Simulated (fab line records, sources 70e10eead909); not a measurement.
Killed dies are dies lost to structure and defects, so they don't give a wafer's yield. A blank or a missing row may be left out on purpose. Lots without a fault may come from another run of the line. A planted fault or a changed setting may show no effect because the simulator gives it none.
A struck lot beside a sound one | flow nand_harc | 13 steps out of a route of 1159
Sound: wafers L654.1, L654.3, L654.5. Struck: wafers L665.1, L665.3, L665.4. The cause comes at the end.
At each step with rows: each side's tool, then ch and its chambers, then its first start. Under that, the readings that differ: sound wafers | struck wafers | difference of the means | sigmas: that difference in standard deviations of wafers without a fault.
alike: readings whose means differ by less than 2 such deviations, and words and numbers that are the same on both sides. not compared: withheld readings, readings that some wafer has no value for, bounds like >300 that may hide the same value, and numbers for which the record gives no deviation and whose values overlap.
The two part at a step that has a row with sigmas, a row that says differs or no value, or rows on one side only. Numbers that don't overlap but have no deviation are shown without sigmas and don't part them. A reading that every wafer of one side lacks parts them only if that side has two wafers or more.

NHARC_A_STAIRCASE_DEP_417: deposits Si3N4, target thk 60 nm.
  sound on pecvd-02 ch 1,2, day 14 11:10; struck on pecvd-03 ch 0,2, day 16 23:34
  alike: heater_power_outer_w, heater_power_w, rf_fwd_power_W, susceptor_temp_C
then, 3 steps without rows for these wafers: NHARC_A_STAIRCASE_WET_418 (chemistry H3PO4, target depth 20 nm); NHARC_A_STAIRCASE_PRECLEAN_419 (cleans in SC1); NHARC_A_STAIRCASE_SRD_421.
NHARC_A_STAIRCASE_ALD_420: deposits SiO2, target thk 20 nm, pulse time 6 s, ald cycles 200.
  sound on ald_hk-01 ch 0,3, day 14 15:06; struck on ald_hk-02 ch 1,2,3, day 17 03:30
  reading            | sound       | struck      | difference | sigmas
  heater_power_w (W) | 506 569 532 | 430 479 418 | -93        | -3
  alike: precursor_pulse_height_rel, susceptor_temp_C
then, 1 step without rows for these wafers: NHARC_A_STAIRCASE_CVD_552 (deposits SiNx, target thk 40 nm).
NHARC_A_STAIRCASE_DEP_151: deposits SiO2, target thk 3800 nm.
  sound on pecvd-03 ch 0,1, day 14 23:31; struck on pecvd-02 ch 0,1,2, day 17 08:30
  alike: heater_power_outer_w, heater_power_w, rf_fwd_power_W, susceptor_temp_C
then, 1 step without rows for these wafers: NHARC_A_STAIRCASE_ANNEAL_320 (time 1800 s).
NHARC_A_STAIRCASE_DEP_322: deposits SiO2, target thk 3800 nm.
  sound on pecvd-03 ch 1,2, day 15 08:21; struck on pecvd-04 ch 0,1,2, day 17 17:43
  reading            | sound             | struck            | difference | sigmas
  rf_fwd_power_W (W) | 494.4 498.6 497.6 | 497.6 500.7 502.7 | +3.5       | +2
  alike: heater_power_outer_w, heater_power_w, susceptor_temp_C
then, 1 step without rows for these wafers: NHARC_A_STAIRCASE_ANNEAL_323 (time 1800 s).
NHARC_A_STAIRCASE_DEP_325: deposits SiO2, target thk 3800 nm.
  sound on pecvd-03 ch 0,1,2, day 15 15:32; struck on pecvd-02 ch 0,1, day 18 01:08
  no value came back on the struck wafers for heater_power_outer_w (W), heater_power_w (W), rf_fwd_power_W (W), susceptor_temp_C (C); on the sound wafers heater_power_outer_w (W) reads 530 342 375
then, 1 step without rows for these wafers: NHARC_A_STAIRCASE_ANNEAL_326 (time 1800 s).
-- the record jumps here: 6 days lie between the struck wafers' starts before and after (it left off in module A_STAIRCASE and takes up again in module END, whose first step shown is number 1159 of the route) --
NHARC_END_SORT_01:
  the record has rows for the struck wafers here (prober-02 ch 0, day 24 03:14) and none for the sound ones

WHERE THEY PART
First at NHARC_A_STAIRCASE_ALD_420; last, within this record, at NHARC_END_SORT_01.

WHY: what the simulator had put in
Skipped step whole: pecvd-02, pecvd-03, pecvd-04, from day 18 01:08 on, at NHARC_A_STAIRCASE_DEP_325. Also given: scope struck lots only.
